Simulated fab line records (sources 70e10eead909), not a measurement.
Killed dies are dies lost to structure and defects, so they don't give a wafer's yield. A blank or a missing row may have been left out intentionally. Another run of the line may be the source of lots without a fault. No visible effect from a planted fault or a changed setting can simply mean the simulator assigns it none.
Comparing a struck lot with a sound one    flow nand harc    27 out of 1159 route steps
Sound: the wafers L266.1, L266.4, L266.6. The struck wafers were L280.2, L280.5, L280.6. The cause comes at the end.
Order at every step that has rows: each side's tool, ch and its chambers, its first start. Under that, the readings that differ: sound wafers    struck wafers    difference of the means    sigmas: that difference in standard deviations of wafers without a fault.
alike: readings with means less than 2 such deviations apart, plus words and numbers identical on both sides. not compared: withheld readings, readings lacking a value on some wafer, bounds such as >300 that could conceal the same value, and numbers that have no deviation in the record and whose values overlap.
The two part at a step that has a row with sigmas, a row that says differs or no value, or rows on one side only. Numbers that have no deviation but don't overlap get no sigmas and don't part them. Lack of a reading on every wafer of one side parts them only where that side has two or more wafers.

first, 7 steps without rows for these wafers: NHARC_A_SLIT_HMDS_02 (time 30 s); NHARC_A_SLIT_COAT_03 (resist thk 90 nm); NHARC_A_SLIT_SOFTBAKE_04 (time 55 s); NHARC_A_SLIT_EBR_05; NHARC_A_SLIT_EXPOSE_06 (exposes mask SLIT); NHARC_A_SLIT_PEB_07 (peb time 65 s); NHARC_A_SLIT_DEVELOP_08 (develop time 35 s).
NHARC_A_SLIT_CD_MEAS_09: the cd target is 300 nm.
  sound on cd sem-03 ch 0, day 14 23:52; struck on cd sem-02 ch 0, day 17 18:04
  alike: cd nm
NHARC_A_SLIT_OVL_MEAS_10:
  sound: overlay-02 at day 14 23:58; struck: overlay-01 at day 17 18:09
  alike: overlay x nm, overlay y nm
NHARC_A_SLIT_INSPECT_11:
  sound: defect inspect-02 at day 15 00:00; struck: defect inspect-02 at day 17 18:11
  alike: raw defect count
then, 1 step without rows for these wafers: NHARC_A_SLIT_DESCUM_14 (chemistry O2, time 3 s).
NHARC_A_SLIT_ETCH_24: etches the open film in CF4/CHF3, target depth 121 nm, time 60.5 s.
  sound on rie diel-03 ch 1,2,3, day 15 00:11; struck on rie diel-01 ch 1,2, day 17 18:21
  alike: chf3 flow sccm, drypump motor current A, oes product au, rf vpp V, showerhead plenum p Torr, throttle valve pct
  not compared: rf hours counter h
NHARC_A_SLIT_ETCH_15: etches the open film in O2/COS, target depth 3200 nm, time 832 s.
  sound on rie diel-03 ch 1,2,3, day 15 00:15; struck on rie diel-01 ch 0,2, day 17 18:36
  alike: drypump motor current A, oes product au, rf vpp V, showerhead plenum p Torr, throttle valve pct
  not compared: rf hours counter h
NHARC_A_SLIT_ETCH_17: etches the open film in C4F8/O2/Ar, time 1687.5 s, target depth 10100 nm.
  sound on har etch-01 ch 0, day 15 01:05; struck on har etch-02 ch 0,1, day 17 19:25
reading                          sound           struck          difference  sigmas
showerhead plenum p Torr (Torr)  3.68 3.68 3.68  3.52 3.61 3.53  -0.13       -2
  alike: drypump motor current A, throttle valve pct
  not compared: rf hours counter h
NHARC_A_SLIT_ETCH_26: etches the open film in C4F8/O2/Ar, time 90 s, target depth 400 nm.
  sound on har etch-01 ch 0, day 15 02:22; struck on har etch-02 ch 0,1, day 17 20:41
reading                          sound           struck          difference  sigmas
showerhead plenum p Torr (Torr)  3.71 3.71 3.71  3.55 3.64 3.55  -0.13       -2
  alike: drypump motor current A, throttle valve pct
  not compared: rf hours counter h
then, 2 steps without rows for these wafers: NHARC_A_SLIT_STRIP_28 (strips in O2/COS); NHARC_A_SLIT_ETCH_29 (etches the open film in CF4/O2, target depth 100 nm, overetch 10 nm, time 55 s).
NHARC_A_SLIT_STRIP_18: strips in O2.
  sound on rie diel-07 ch 0,1; struck on rie diel-01 ch 0,2, day 17 21:24
  alike: drypump motor current A, oes product au, rf vpp V, showerhead plenum p Torr, throttle valve pct
  not compared: rf hours counter h
then, 2 steps without rows for these wafers: NHARC_A_SLIT_PRECLEAN_19 (cleans in SC1); NHARC_A_SLIT_SRD_20.
NHARC_A_SLIT_CD_MEAS_21:
  sound: cd sem-02 at day 15 03:29; struck: cd sem-01 at day 17 21:55
  alike: cd nm
then, 3 steps without rows for these wafers: NHARC_A_SIN_REMOVE_WET_00 (chemistry H3PO4, time 15300 s); NHARC_A_SIN_REMOVE_PRECLEAN_01 (cleans in SC1); NHARC_A_SIN_REMOVE_SRD_02.
NHARC_A_SIN_REMOVE_INSPECT_04:
  sound: defect inspect-01 at day 15 10:53; struck: defect inspect-01 at day 18 03:25
reading           sound        struck       difference  sigmas
raw defect count  233 210 300  764 819 841  +560        +6
NHARC_A_WL_FILL_ALD_00: deposits Al2O3, target thk 3 nm, pulse time 3 s, ald cycles 30.
  sound on ald hk-03 ch 0,2,3, day 15 11:05; struck on ald hk-02 ch 1,2,3, day 18 04:01
  alike: heater power w, precursor pulse height rel
-- record jumps: 5 days between struck wafers' starts before vs after; left off in module A_WL_FILL, resumes in module END, first step shown is number 1159 of the route --
NHARC_END_SORT_01:
  sound on prober-02 ch 0, day 20 10:45; struck on prober-02 ch 0, day 22 19:28
reading          sound     struck     difference  sigmas
killed at array  30 14 18  91 113 80  +74         +7
killed dies      33 16 21  93 117 83  +74         +7
  alike: killed at other, killed at periphery, killed open, killed short

== WHERE THEY PART ==
Earliest at NHARC_A_SLIT_ETCH_17; latest, in this record, at NHARC_END_SORT_01.

WHY: what had been put in by the simulator
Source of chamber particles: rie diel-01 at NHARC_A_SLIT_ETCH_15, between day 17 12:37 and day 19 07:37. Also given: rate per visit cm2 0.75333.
